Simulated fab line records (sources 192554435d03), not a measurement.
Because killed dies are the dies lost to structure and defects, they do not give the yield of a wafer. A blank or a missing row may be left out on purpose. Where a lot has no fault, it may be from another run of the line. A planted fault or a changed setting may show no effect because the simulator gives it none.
fab line records -- flow n5Finfet
[record] lots = 9, wafers = 27, lastDay = 18
route steps=1938 shown MOL_CONTACT_COAG@530 BEOL_M4@1111 PASSIVATION@1936
lots that met no fault: from a run of the same line without faults
startH: hours from the record's first day to the start of the lot's first wafer shown -- waitH: hours elapsed since this lot's preceding step -- " as in the row above -- L1.1+2: a single row standing in for several wafers -- - no value, or no start given -- * or withheld: withheld -- < > ~ a bound
route shown NAME@n: a module of which the file shows steps, and the number in the route of the first -- usual: average and standard deviation across the fault-free wafers -- same: alike in all rows -- chamber/n: place in a boat -- sites: per-site readings -- _std_site: how widely they spread, as a standard deviation -- _edge_site: the outer-site mean with the inner-site mean subtracted -- radiusMm: for every site, how far away it sits from the centre of the wafer -- mask NAME#n: copy n -- behind: the tool/chamber that last shaped the wafer -- hold: cause of the lot's hold/its duration in hours/its outcome -- device: the n, p or np transistor that did not switch -- end of line: at the end of the route, the tests of the same wafers -- step lacking rows: just its recipe -- killed: at the first sort, the dies lost to defects and structure; wafer yield is something else -- map: the dies of a wafer, with x for killed, . for not killed, _ for no die there
set.NAME: the setting the step ran with; set.NAME@STEP: the setting that earlier step ran with -- model.NAME: the simulator's own value behind a step, which no gauge read
the route's steps for a sample of lots (tables are steps, rows are wafers)
services: the hour from which a tool's chamber was out of use, counted from the record's first day as startH (under 0 if before that day), plus the number of hours and why
[[steps]]
[step N5_MOL_CONTACT_COAG_ETCH_59]
[recipe] chemistry = N2/H2, target = underlayer, targetDepthA = 130, maskMaterial = CAR-EUV, timeS = 10.4, ionEnergyEv = 200, pressureMtorr = 30, sourceW = 840, biasW = 150, n2FlowSccm = 200, h2FlowSccm = 200, ends = cleared
[usual] drypumpMotorCurrentA = 5.7/0.44, etchRfOnTimeS = 10.45/0.23, h2FlowSccm = 200.0/0.6, oesProductAu = 0.63/0.048, rfVppV = 523/3.1, showerheadPlenumPTorr = 2.53/0.1, throttleValvePct = 17.92/0.21
lot.wafer,tool,chamber,startH,waitH,drypumpMotorCurrentA,etchRfOnTimeS,h2FlowSccm,oesProductAu,rfHoursCounterH,rfVppV,showerheadPlenumPTorr,throttleValvePct
L262.1,rieDiel-01,2,100.83,0.0,6.3,10.19,200.9,0.61,203,527,2.62,17.73
L262.4,rieDiel-01,3,100.83,0.0,5.3,10.29,199.6,0.64,189,522,2.54,17.81
L262.5,rieDiel-01,3,100.83,0.0,5.3,10.30,200.1,0.63,-,522,2.54,17.83
L267.2,rieDiel-06,3,127.76,0.0,5.7,10.47,200.4,0.68,112,528,2.65,17.65
L267.3,rieDiel-06,2,127.76,0.0,5.6,10.12,200.2,0.62,196,521,2.42,17.91
L267.4,rieDiel-06,1,127.76,0.0,5.7,10.20,200.0,0.63,219,525,2.53,18.32
L273.1,rieDiel-01,2,161.34,0.0,6.4,10.33,200.1,0.59,223,525,2.61,17.74
L273.2,rieDiel-01,3,161.34,0.0,5.3,10.41,199.3,0.61,210,524,2.53,17.86
L273.5,rieDiel-01,3,161.34,0.0,5.3,10.38,199.7,0.62,-,522,2.53,17.87
L274.2,rieDiel-05,2,166.28,0.0,5.5,10.66,200.3,0.58,236,522,2.40,17.91
L274.4,rieDiel-05,1,166.28,0.0,6.6,10.20,200.3,0.84,5,529,2.74,17.97
L274.6,rieDiel-05,0,166.28,0.0,5.3,10.53,200.7,0.64,-,516,2.35,18.21
L277.1,rieDiel-01,1,191.54,0.0,6.1,10.76,199.5,0.60,200,522,2.53,18.18
L277.2,rieDiel-01,2,191.54,0.0,6.4,10.30,200.1,0.59,234,527,2.61,17.75
L277.6,rieDiel-01,3,191.54,0.0,5.3,10.40,199.9,0.61,-,522,2.53,17.89
L280.1,rieDiel-06,3,206.12,0.0,5.7,10.62,199.9,0.66,138,527,2.63,17.70
L280.3,rieDiel-06,0,206.12,0.0,6.0,10.87,199.4,0.64,153,527,2.65,17.92
L280.4,rieDiel-06,2,206.12,0.0,5.6,10.20,200.1,0.60,222,520,2.41,17.95
L281.1,rieDiel-05,1,217.11,0.0,6.6,10.05,199.1,0.80,26,528,2.73,18.01
L281.3,rieDiel-05,0,217.11,0.0,5.3,10.44,199.5,0.63,172,517,2.35,18.27
L281.6,rieDiel-05,1,217.11,0.0,6.6,9.93,199.6,0.81,-,528,2.73,18.02
L283.1,rieDiel-01,1,221.95,0.0,6.1,10.85,200.5,0.60,211,523,2.53,18.20
L283.4,rieDiel-01,2,221.95,0.0,6.3,10.26,200.1,0.58,246,527,2.60,17.77
L283.5,rieDiel-01,0,221.95,0.0,5.5,10.56,200.2,0.67,-,525,2.56,17.68
L284.1,rieDiel-06,0,226.78,0.0,6.0,10.84,199.3,0.63,161,527,2.64,17.92
L284.4,rieDiel-06,0,226.78,0.0,6.0,10.77,198.7,0.63,-,527,2.64,17.96
L284.6,rieDiel-06,2,226.78,0.0,5.6,10.14,199.5,0.59,-,519,2.40,17.96
[step N5_MOL_CONTACT_COAG_IMPLANT_129]
[recipe] species = Ge, energyKev = 3, doseCm2 = 6e+14, tiltDeg = 0, rotationDeg = 0
[usual] beamEnergyKeV = 3.0002/0.00092, beamOnS = 34.0/0.67
lot.wafer,tool,chamber,startH,waitH,beamEnergyKeV,beamOnS
L262.1,implanter-02,0,101.23,0.0,2.9994,33.6
L262.4,implanter-02,0,101.23,0.0,2.9998,34.2
L262.5,implanter-02,0,101.23,0.0,2.9994,33.5
L267.2,implanter-02,0,128.18,0.1,2.9999,33.7
L267.3,implanter-02,0,128.18,0.1,2.9996,34.0
L267.4,implanter-02,0,128.18,0.1,3.0006,34.9
L273.1,implanter-01,-,161.74,0.0,-,-
L273.2,implanter-01,-,161.74,0.0,-,-
L273.5,implanter-01,-,161.74,0.0,-,-
L274.2,implanter-02,-,166.70,0.1,-,-
L274.4,implanter-02,-,166.70,0.1,-,-
L274.6,implanter-02,-,166.70,0.1,-,-
L277.1,implanter-01,0,191.94,0.0,3.0001,34.7
L277.2,implanter-01,0,191.94,0.0,3.0007,35.2
L277.6,implanter-01,0,191.94,0.0,3.0001,33.5
L280.1,implanter-01,0,206.52,0.0,3.0002,34.2
L280.3,implanter-01,0,206.52,0.0,3.0004,34.8
L280.4,implanter-01,0,206.52,0.0,2.9988,35.0
L281.1,implanter-02,0,217.50,0.0,2.9995,34.3
L281.3,implanter-02,0,217.50,0.0,3.0006,33.5
L281.6,implanter-02,0,217.50,0.0,2.9996,33.2
L283.1,implanter-01,0,222.34,0.0,2.9992,34.4
L283.4,implanter-01,0,222.34,0.0,3.0006,34.1
L283.5,implanter-01,0,222.34,0.0,2.9998,33.6
L284.1,implanter-02,0,227.17,0.0,3.0001,34.6
L284.4,implanter-02,0,227.17,0.0,2.9999,35.0
L284.6,implanter-02,0,227.17,0.0,3.0008,32.8
[step N5_MOL_CONTACT_COAG_TI_SIL_19]
[recipe] material = Ti, targetThkA = 42, tempC = 200, chamberPressurePa = 5, powerW = 5000, timeS = 15
[usual] throttleValvePct = 30.0/1.4
lot.wafer,tool,chamber,startH,waitH,throttleValvePct
L262.1,pvdSputter-01,-,103.02,0.2,30.4
L262.4,pvdSputter-01,-,103.02,0.2,29.6
L262.5,pvdSputter-01,-,103.02,0.2,30.5
L267.2,pvdSputter-03,-,128.59,0.2,31.1
L267.3,pvdSputter-03,-,128.59,0.2,31.5
L267.4,pvdSputter-03,-,128.59,0.2,28.1
L273.1,pvdSputter-02,-,162.19,0.2,32.6
L273.2,pvdSputter-02,-,162.19,0.2,28.5
L273.5,pvdSputter-02,-,162.19,0.2,32.5
L274.2,pvdSputter-03,-,168.10,0.2,30.8
L274.4,pvdSputter-03,-,168.10,0.2,31.8
L274.6,pvdSputter-03,-,168.10,0.2,30.7
L277.1,pvdSputter-02,-,192.54,0.3,29.5
L277.2,pvdSputter-02,-,192.54,0.3,30.9
L277.6,pvdSputter-02,-,192.54,0.3,28.7
L280.1,pvdSputter-03,-,207.70,0.9,31.1
L280.3,pvdSputter-03,-,207.70,0.9,28.6
L280.4,pvdSputter-03,-,207.70,0.9,31.6
L281.1,pvdSputter-02,-,218.20,0.4,31.0
L281.3,pvdSputter-02,-,218.20,0.4,28.5
L281.6,pvdSputter-02,-,218.20,0.4,32.6
L283.1,pvdSputter-02,-,223.03,0.2,28.2
L283.4,pvdSputter-02,-,223.03,0.2,31.5
L283.5,pvdSputter-02,-,223.03,0.2,32.7
L284.1,pvdSputter-03,-,227.90,0.3,31.0
L284.4,pvdSputter-03,-,227.90,0.3,31.7
L284.6,pvdSputter-03,-,227.90,0.3,30.9
[step N5_MOL_CONTACT_COAG_CO_FILL_22]
[recipe] material = Co, targetThkA = 200, tempC = 200, precursor = CCTBA/H2, pressureTorr = 30
[usual] heaterPowerW = 232/21
lot.wafer,tool,chamber,startH,waitH,heaterPowerW
L262.1,cvdCo-02,0,104.44,0.2,239
L262.4,cvdCo-02,2,104.44,0.2,218
L262.5,cvdCo-02,2,104.44,0.2,220
L267.2,cvdCo-01,2,133.64,0.1,188
L267.3,cvdCo-01,2,133.64,0.1,195
L267.4,cvdCo-01,0,133.64,0.1,258
L273.1,cvdCo-01,2,163.51,0.1,193
L273.2,cvdCo-01,1,163.51,0.1,249
L273.5,cvdCo-01,2,163.51,0.1,199
L274.2,cvdCo-01,2,169.54,0.1,193
L274.4,cvdCo-01,0,169.54,0.1,253
L274.6,cvdCo-01,2,169.54,0.1,194
L277.1,cvdCo-02,1,193.89,0.1,252
L277.2,cvdCo-02,0,193.89,0.1,240
L277.6,cvdCo-02,0,193.89,0.1,243
L280.1,cvdCo-02,2,209.07,0.1,225
L280.3,cvdCo-02,0,209.07,0.1,232
L280.4,cvdCo-02,2,209.07,0.1,226
L281.1,cvdCo-01,1,220.05,0.2,236
L281.3,cvdCo-01,0,220.05,0.2,260
L281.6,cvdCo-01,0,220.05,0.2,259
L283.1,cvdCo-02,1,224.99,0.1,255
L283.4,cvdCo-02,0,224.99,0.1,237
L283.5,cvdCo-02,1,224.99,0.1,252
L284.1,cvdCo-01,2,229.18,0.3,192
L284.4,cvdCo-01,0,229.18,0.3,260
L284.6,cvdCo-01,2,229.18,0.3,194
[step N5_BEOL_M4_RC_MEAS_101]
[usual] DIBL_N = 35.9/1.4, DIBL_P = 35.9/1.7, IOFF_N = 0.160/0.026, IOFF_P = 0.21/0.036, ION_N = 672/11, ION_P = 461/8.1, RC_DENSE_N = 19.1/0.51, RC_DENSE_P = 23.9/0.64, RC_N = 15.6/0.41, RC_P = 19.5/0.51, REXT_N = 75.3/1.6, REXT_P = 101.0/2.3, SS_N = 71.4/0.54, SS_P = 73.2/0.67, VT_N = 249.3/2.7, VT_P = -250/3.9
lot.wafer,tool,chamber,startH,waitH,DIBL_N[mV/V],DIBL_P[mV/V],IOFF_N[nA/um],IOFF_P[nA/um],ION_N[uA/um],ION_P[uA/um],RC_DENSE_N[ohm.um],RC_DENSE_P[ohm.um],RC_N[ohm.um],RC_P[ohm.um],REXT_N[ohm.um],REXT_P[ohm.um],SS_N[mV/dec],SS_P[mV/dec],VT_N[mV],VT_P[mV]
L262.1,prober-01,0,172.90,0.0,34.3,33.6,0.129,0.19,660,462,19.0,23.8,15.6,19.7,75.4,101.1,71.6,72.8,250.5,-248
L262.4,prober-01,0,172.90,0.0,38.8,39.7,0.233,0.29,687,468,18.8,23.8,15.4,19.4,76.1,102.1,72.8,74.8,243.2,-244
L262.5,prober-01,0,172.90,0.0,36.5,35.2,0.155,0.22,672,457,19.4,24.3,15.7,19.8,75.4,102.1,72.1,73.3,251.0,-247
L267.2,prober-01,0,197.59,0.2,35.8,37.4,0.168,0.24,689,473,18.4,23.5,15.3,19.2,71.6,100.9,71.4,73.3,248.0,-249
L267.3,prober-01,0,197.59,0.2,37.2,38.3,0.183,0.24,681,463,19.3,24.0,15.6,19.8,73.4,101.7,71.7,73.6,246.9,-247
L267.4,prober-01,0,197.59,0.2,35.4,36.6,0.158,0.21,666,459,19.2,23.9,15.6,19.5,73.8,103.2,70.7,73.8,249.3,-252
L273.1,prober-02,0,250.04,0.0,38.3,39.4,0.204,0.25,655,452,38.8,48.7,31.6,39.1,91.2,125.0,72.0,73.9,243.8,-250
L273.2,prober-02,0,250.04,0.0,35.8,36.3,0.158,0.20,665,454,38.8,48.9,31.4,39.8,89.7,123.7,71.6,72.9,248.7,-250
L273.5,prober-02,0,250.04,0.0,36.1,36.8,0.169,0.21,666,451,39.0,48.6,31.6,39.8,90.1,125.6,71.7,72.5,245.5,-251
L274.2,prober-01,0,250.47,0.2,37.2,37.7,0.182,0.26,657,463,40.3,49.2,32.8,40.9,91.7,118.7,71.4,73.8,245.9,-247
L274.4,prober-01,0,250.47,0.2,33.9,32.7,0.125,0.18,651,446,38.9,47.9,32.1,39.4,89.9,120.8,71.0,72.8,253.8,-249
L274.6,prober-01,0,250.47,0.2,36.1,35.5,0.163,0.21,652,449,40.7,49.8,32.7,40.8,90.9,119.6,71.4,73.1,249.0,-250
L277.1,prober-01,0,265.84,0.0,36.9,35.9,0.178,0.21,678,461,18.9,24.2,15.4,19.9,74.3,101.2,72.2,73.9,247.4,-249
L277.2,prober-01,0,265.84,0.0,35.4,34.5,0.158,0.20,664,453,19.7,24.7,15.9,20.4,75.7,101.4,72.0,72.6,249.4,-252
L277.6,prober-01,0,265.84,0.0,35.4,34.0,0.147,0.18,662,445,19.2,24.3,15.5,19.7,75.9,100.4,71.9,73.1,252.3,-254
L280.1,prober-01,0,288.39,0.0,35.5,35.9,0.162,0.25,663,465,18.3,22.9,14.8,18.7,73.4,101.5,72.1,72.7,249.5,-243
L280.3,prober-01,0,288.39,0.0,37.5,38.4,0.193,0.28,680,472,18.3,23.0,14.9,18.8,72.4,101.0,72.4,74.2,248.3,-244
L280.4,prober-01,0,288.39,0.0,35.4,35.7,0.156,0.24,667,462,19.0,24.0,15.4,19.2,73.4,101.7,71.2,72.8,249.9,-248
L281.1,prober-02,0,309.35,0.0,36.1,34.4,0.142,0.15,664,450,18.8,23.5,15.4,19.4,75.7,101.2,70.9,72.8,249.5,-258
L281.3,prober-02,0,309.35,0.0,37.1,36.0,0.142,0.17,643,441,18.9,23.8,15.4,19.4,76.3,102.2,71.9,73.1,253.3,-254
L281.6,prober-02,0,309.35,0.0,37.0,36.6,0.158,0.18,674,450,18.6,23.5,15.2,19.0,75.2,102.8,71.8,73.2,248.2,-255
L283.1,prober-01,0,309.69,0.0,36.2,37.0,0.186,0.23,670,458,18.5,23.1,15.2,18.8,75.3,95.9,72.1,73.9,245.1,-248
L283.4,prober-01,0,309.69,0.0,35.4,37.1,0.171,0.22,690,465,18.7,23.5,15.3,18.9,75.2,97.5,71.6,74.4,248.0,-250
L283.5,prober-01,0,309.69,0.0,34.2,34.5,0.136,0.18,660,451,19.2,24.1,15.8,19.5,76.4,98.0,71.1,72.8,251.7,-253
L284.1,prober-02,0,316.26,0.0,36.1,36.2,0.149,0.18,665,456,18.6,23.2,15.2,18.9,74.6,100.4,71.0,72.9,252.6,-253
L284.4,prober-02,0,316.26,0.0,35.0,35.4,0.136,0.17,678,459,18.6,23.1,15.1,19.0,74.2,100.5,70.9,73.7,253.1,-255
L284.6,prober-02,0,316.26,0.0,38.2,39.4,0.190,0.24,675,462,19.2,23.6,15.7,19.5,75.8,101.8,71.5,74.2,249.5,-248
[step N5_PASSIVATION_PROBE_49]
[usual] defectLimitedYield = 90.9/1.5, killed_at_M0_to_M3 = 35/10, killed_at_M4_up = 14/5.2, killedAtContacts = 13/7.3, killedAtFrontEnd = 42/12, killedAtOther = 3.4/2.5, killedDies = 108/18, killedOpen = 70/13, killedShort = 35/8, sort_bin_4_leakage = 0.00/0.007, sort_bin_5_function = 5.4/1, sort_bin_6_memory = 3.4/0.71, sort_bin_8_speed = 0.00/0.0099, sortNPass = 1072/18, sortYieldPct = 90.9/1.5
[same] grossDies = 1180, killedAtBackSide = 0
lot.wafer,tool,chamber,startH,waitH,defectLimitedYield[%],killed_at_M0_to_M3,killed_at_M4_up,killedAtContacts,killedAtFrontEnd,killedAtOther,killedDies,killedOpen,killedShort,sort_bin_4_leakage[%],sort_bin_5_function[%],sort_bin_6_memory[%],sort_bin_8_speed[%],sortNPass,sortYieldPct[%]
L273.1,prober-01,-,346.29,0.0,91.2,33,29,7,30,5,104,73,22,0,4.6,3.6,0,1076,91.2
L273.2,prober-01,-,346.34,0.1,89.7,48,23,12,34,4,121,67,52,0,5.8,4.0,0,1059,89.7
L273.5,prober-01,-,346.49,0.2,88.6,36,35,11,42,10,134,85,46,0,7.6,3.2,0,1046,88.6
L274.4,prober-01,-,366.50,0.2,90.8,14,8,30,53,4,109,69,38,0,5.2,3.8,0.08,1070,90.7
// killed by level:class
L273.1 BEOL_M4:geometricParticle:open=14 STI_FIN_REVEAL:geometricParticle:open=7 BEOL_M1:geometricParticle:open=6 BEOL_M3:geometricParticle:open=6 DUMMY_GATE:geometricParticle:open=5 MOL_CONTACT_COAG:geometricParticle:open=5 BEOL_M0_SAQP:geometricParticle:short=5 BEOL_M2:geometricParticle:open=5
L273.2 BEOL_M3:geometricParticle:open=13 BEOL_M4:geometricParticle:open=12 FIN_SAQP:geometricParticle:short=11 MOL_CONTACT_COAG:geometricParticle:open=8 BEOL_M0_SAQP:geometricParticle:short=7 BEOL_M4:geometricParticle:short=6 BEOL_M0:geometricParticle:short=6 BEOL_M1:geometricParticle:open=6
L273.5 BEOL_M4:geometricParticle:open=24 BEOL_M2:geometricParticle:open=10 PASS1_CAP:geometricParticle:short=8 FIN_SAQP:geometricParticle:short=7 MOL_CONTACT_COAG:geometricParticle:open=7 STI_FIN_REVEAL:geometricParticle:open=7 DUMMY_GATE:geometricParticle:open=7 BEOL_M3:geometricParticle:open=6
L274.4 MOL_CONTACT_COAG:geometricParticle:open=27 FIN_SAQP:geometricParticle:short=12 STI_FIN_REVEAL:geometricParticle:open=11 FIN_SAQP:geometricParticle:open=9 BEOL_M0_SAQP:geometricParticle:short=5 STI_FIN_REVEAL:geometricParticle:short=4 STARTING-WAFER:geometricParticle:open=4 MOL_CONTACT_COAG:geometricParticle:short=3
[[services]]
tool,chamber,startH,hours,kind
cvdCo-01,0,83.35,5.5,repair
cvdCo-02,1,95.51,9.5,repair
cvdCo-01,1,114.76,-,clean
cvdCo-01,1,114.76,22.0,scheduledDown
cvdCo-01,1,114.76,22.0,ventCycle
implanter-01,-,120.64,1.9,repair
rieDiel-06,2,130.51,8.3,repair
pvdSputter-03,-,134.43,3.8,repair
cvdCo-02,-,138.31,0.3,repair
pvdSputter-02,-,138.49,1.9,repair
rieDiel-05,1,139.24,-,clean
rieDiel-05,1,139.24,-,consumableReplace:focusRing
rieDiel-05,1,139.24,-,consumableReplace:showerhead
pvdSputter-03,-,149.97,2.2,repair
rieDiel-06,3,159.99,6.8,repair
cvdCo-02,-,179.76,2.8,pm
rieDiel-06,1,211.69,-,clean
rieDiel-06,1,211.69,-,consumableReplace:focusRing
rieDiel-06,1,211.69,15.6,scheduledDown
rieDiel-06,1,211.69,15.6,ventCycle
cvdCo-02,-,215.16,6.9,pm
cvdCo-01,0,215.84,2.9,repair
rieDiel-05,1,221.26,6.6,repair
cvdCo-02,-,228.18,3.4,repair
[[key]]
[firstSign] step = N5_MOL_CONTACT_COAG_IMPLANT_129, reading = toolRecord, direction = missing
[effect] step = N5_BEOL_M4_RC_MEAS_101, reading = RC_N, direction = up, sigmas = 41, usual = 15.6, struck = 32.0
[effect] step = N5_BEOL_M4_RC_MEAS_101, reading = RC_P, direction = up, sigmas = 40, usual = 19.5, struck = 40.0
[effect] step = N5_BEOL_M4_RC_MEAS_101, reading = RC_DENSE_N, direction = up, sigmas = 40, usual = 19.1, struck = 39.4
[effect] step = N5_BEOL_M4_RC_MEAS_101, reading = RC_DENSE_P, direction = up, sigmas = 39, usual = 23.9, struck = 48.8
[effect] step = N5_BEOL_M4_RC_MEAS_101, reading = REXT_N, direction = up, sigmas = 9.5, usual = 75.3, struck = 90.6
[effect] step = N5_BEOL_M4_RC_MEAS_101, reading = REXT_P, direction = up, sigmas = 9.1, usual = 101.0, struck = 122.2
metAt N5_MOL_CONTACT_COAG_IMPLANT_129
struckLots L273,L274
notActingAt N5_MOL_CONTACT_COAG_ETCH_59,N5_MOL_CONTACT_COAG_TI_SIL_19,N5_MOL_CONTACT_COAG_CO_FILL_22
onsetBetween 128.18 161.74
[fault] kind = skippedStepWhole, tool = implanter-01,implanter-02, chamber = -, onsetH = 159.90, steps = N5_MOL_CONTACT_COAG_IMPLANT_129, scope = struckLotsOnly
